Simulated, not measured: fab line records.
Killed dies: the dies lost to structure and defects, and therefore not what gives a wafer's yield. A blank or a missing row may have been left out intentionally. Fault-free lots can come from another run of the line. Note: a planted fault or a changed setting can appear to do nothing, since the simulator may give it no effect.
Matching of chambers :: flow nand_harc :: rie_diel-05 running NHARC_P_ZERO_WELL_DESCUM_39: 4 sister chambers
The step chemistry O2, time 3 s. 14 wafers are shown with their chamber, then 7 later ones without.

## EACH WAFER AND ITS CHAMBER
wafer: L964.2
chamber: 1
showerhead_plenum_p_Torr (Torr): 2.06
rf_vpp_V (V): 58.3
throttle_valve_pct (%): 11.318

wafer: L964.3
chamber: 0
showerhead_plenum_p_Torr (Torr): 2.02
rf_vpp_V (V): 56.8
throttle_valve_pct (%): 11.306

wafer: L964.6
chamber: 0
showerhead_plenum_p_Torr (Torr): 2.02
rf_vpp_V (V): 57.8
throttle_valve_pct (%): 11.291

wafer: L967.1
chamber: 3
showerhead_plenum_p_Torr (Torr): 1.91
rf_vpp_V (V): 58.5
throttle_valve_pct (%): 11.315

wafer: L967.4
chamber: 1
showerhead_plenum_p_Torr (Torr): 2.06
rf_vpp_V (V): 58.3
throttle_valve_pct (%): 11.313

wafer: L967.6
chamber: 1
showerhead_plenum_p_Torr (Torr): 2.06
rf_vpp_V (V): 57.6
throttle_valve_pct (%): 11.304

wafer: L970.1
chamber: 1
showerhead_plenum_p_Torr (Torr): 2.05
rf_vpp_V (V): 58.4
throttle_valve_pct (%): 11.309

wafer: L970.5
chamber: 2
showerhead_plenum_p_Torr (Torr): 2.01
rf_vpp_V (V): 57.6
throttle_valve_pct (%): 11.306

wafer: L970.6
chamber: 3
showerhead_plenum_p_Torr (Torr): 1.91
rf_vpp_V (V): 58.3
throttle_valve_pct (%): 11.313

wafer: L971.3
chamber: 3
showerhead_plenum_p_Torr (Torr): 1.91
rf_vpp_V (V): 57.2
throttle_valve_pct (%): 11.288

wafer: L971.4
chamber: 2
showerhead_plenum_p_Torr (Torr): 2.01
rf_vpp_V (V): 57.6
throttle_valve_pct (%): 11.302

wafer: L971.6
chamber: 1
showerhead_plenum_p_Torr (Torr): 2.05
rf_vpp_V (V): 58.7
throttle_valve_pct (%): 11.318

wafer: L974.2
chamber: 0
showerhead_plenum_p_Torr (Torr): 2.01
rf_vpp_V (V): 58.0
throttle_valve_pct (%): 11.309

wafer: L974.4
chamber: 2
showerhead_plenum_p_Torr (Torr): 2.01
rf_vpp_V (V): 57.7
throttle_valve_pct (%): 11.314

SIGNATURES (means of the wafers above)
reading: showerhead_plenum_p_Torr
chamber 0: 2.0167
chamber 1: 2.0560
chamber 2: 2.0100
chamber 3: 1.9100
scatter within a chamber: 0.00432

reading: rf_vpp_V
chamber 0: 57.533
chamber 1: 58.260
chamber 2: 57.633
chamber 3: 58.000
scatter within a chamber: 0.497

reading: throttle_valve_pct
chamber 0: 11.30200
chamber 1: 11.31240
chamber 2: 11.30733
chamber 3: 11.30533
scatter within a chamber: 0.00927
Rule: for a wafer and a chamber, the distance is found by dividing, reading by reading, the gap between the wafer's reading and the chamber's mean by the reading's scatter, squaring, summing and taking the root. If the next closest chamber is less than 2 further off than the closest, the wafer can't be placed; otherwise it belongs to the closest. The scatter is the square root of a quotient: the sum, over the shown wafers, of each reading's squared deviation from its chamber's mean, divided by wafers minus chambers.

## WAFERS WHOSE CHAMBER IS MISSING
wafer: L974.6
showerhead_plenum_p_Torr (Torr): 2.01
rf_vpp_V (V): 58.3
throttle_valve_pct (%): 11.308

wafer: L980.2
showerhead_plenum_p_Torr (Torr): 2.00
rf_vpp_V (V): 58.2
throttle_valve_pct (%): 11.314

wafer: L980.4
showerhead_plenum_p_Torr (Torr): 1.90
rf_vpp_V (V): 57.7
throttle_valve_pct (%): 11.327

wafer: L980.5
showerhead_plenum_p_Torr (Torr): 2.04
rf_vpp_V (V): 58.7
throttle_valve_pct (%): 11.315

wafer: L981.1
showerhead_plenum_p_Torr (Torr): 2.04
rf_vpp_V (V): 58.2
throttle_valve_pct (%): 11.327

wafer: L981.2
showerhead_plenum_p_Torr (Torr): 2.01
rf_vpp_V (V): 59.2
throttle_valve_pct (%): 11.311

wafer: L981.4
showerhead_plenum_p_Torr (Torr): 1.90
rf_vpp_V (V): 57.4
throttle_valve_pct (%): 11.334

## EACH ONE'S CHAMBER
wafer: L974.6
from the rows above: can't be placed: 2 or 0
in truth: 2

wafer: L980.2
from the rows above: can't be placed: 2 or 0
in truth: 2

wafer: L980.4
from the rows above: 3
in truth: 3

wafer: L980.5
from the rows above: 1
in truth: 1

wafer: L981.1
from the rows above: 1
in truth: 1

wafer: L981.2
from the rows above: can't be placed: 2 or 0
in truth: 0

wafer: L981.4
from the rows above: 3
in truth: 3
Correct placement for 4 of the 7. Cannot be placed on the basis of these rows: 3; the candidates contain the true chamber in 3. Number placed wrongly: 0.
